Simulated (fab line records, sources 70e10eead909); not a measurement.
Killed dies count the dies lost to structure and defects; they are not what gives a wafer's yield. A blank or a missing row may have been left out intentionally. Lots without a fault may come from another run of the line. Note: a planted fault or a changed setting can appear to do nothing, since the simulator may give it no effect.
Chamber matching -- flow nand harc -- NHARC_A_CHANNEL_HOLE_D1_DESCUM_15 on rie diel-08: 4 sister chambers
The step chemistry O2, time 3 s. 33 wafers are shown with their chamber, then 12 later ones without.

== WAFERS PAIRED WITH THEIR CHAMBERS ==
wafer,chamber,showerhead plenum p Torr (Torr),oes product au (a.u.),throttle valve pct (%)
L074.2,3,1.78,0.990,11.306
L074.5,2,1.91,1.002,11.326
L074.6,3,1.78,0.996,11.298
L075.1,2,1.91,0.993,11.320
L075.2,1,2.04,1.013,11.302
L075.5,2,1.91,1.001,11.313
L079.2,1,2.04,1.000,11.304
L079.5,2,1.91,0.999,11.311
L079.6,3,1.78,0.984,11.312
L080.1,0,2.01,1.005,11.308
L080.2,2,1.91,0.992,11.313
L080.5,3,1.78,0.996,11.321
L081.1,3,1.78,0.985,11.304
L081.2,1,2.04,0.995,11.317
L081.4,2,1.91,0.983,11.321
L084.1,2,1.90,0.986,11.318
L084.3,1,2.03,1.002,11.293
L084.5,2,1.90,0.988,11.307
L086.4,0,2.01,1.004,11.287
L086.5,0,2.01,0.999,11.304
L086.6,1,2.03,1.012,11.315
L087.1,2,1.90,0.983,11.305
L087.3,3,1.78,0.994,11.303
L087.5,1,2.03,1.006,11.313
L089.3,2,1.90,0.977,11.303
L089.5,3,1.78,1.006,11.308
L089.6,2,1.90,1.001,11.304
L090.1,0,2.01,0.998,11.305
L090.3,2,1.90,0.978,11.309
L090.5,2,1.90,0.984,11.308
L093.1,1,2.03,1.012,11.299
L093.4,2,1.90,0.993,11.304
L093.6,0,2.01,1.018,11.306

SIGNATURES (averages over the wafers above)
reading,chamber 0,chamber 1,chamber 2,chamber 3,scatter within a chamber
showerhead plenum p Torr,2.0100,2.0343,1.9043,1.7800,0.00421
oes product au,1.00480,1.00571,0.99000,0.99300,0.00798
throttle valve pct,11.30200,11.30614,11.31157,11.30743,0.00786
Rule: for a wafer and a chamber, the distance is found by dividing, reading by reading, the gap between the wafer's reading and the chamber's mean by the reading's scatter, squaring, summing and taking the root. The wafer belongs to the nearest chamber; if the next one is less than 2 further off, it can't be placed. How the scatter is found: for the shown wafers, subtract from each reading the mean of its chamber, square and add these, divide the total by (wafers less chambers), then take the root.

== WAFERS WITHOUT THEIR CHAMBER ==
wafer,showerhead plenum p Torr (Torr),oes product au (a.u.),throttle valve pct (%)
L094.1,2.01,1.012,11.303
L094.3,1.78,1.002,11.303
L094.4,1.90,1.002,11.297
L095.1,1.90,1.009,11.296
L095.4,1.78,1.008,11.302
L095.5,2.03,1.019,11.318
L096.2,1.78,1.005,11.313
L096.3,2.03,1.013,11.312
L096.5,1.78,1.008,11.325
L097.2,1.78,1.005,11.309
L097.4,2.03,1.011,11.317
L097.5,1.90,0.998,11.310

== CHAMBER TAKEN BY EACH ==
wafer,from the rows above,in truth
L094.1,0,0
L094.3,3,3
L094.4,2,2
L095.1,2,2
L095.4,3,3
L095.5,1,1
L096.2,3,3
L096.3,1,1
L096.5,3,3
L097.2,3,3
L097.4,1,1
L097.5,2,2
Correctly placed: 12 of 12. Number that these rows cannot place: 0. Number placed wrongly: 0.
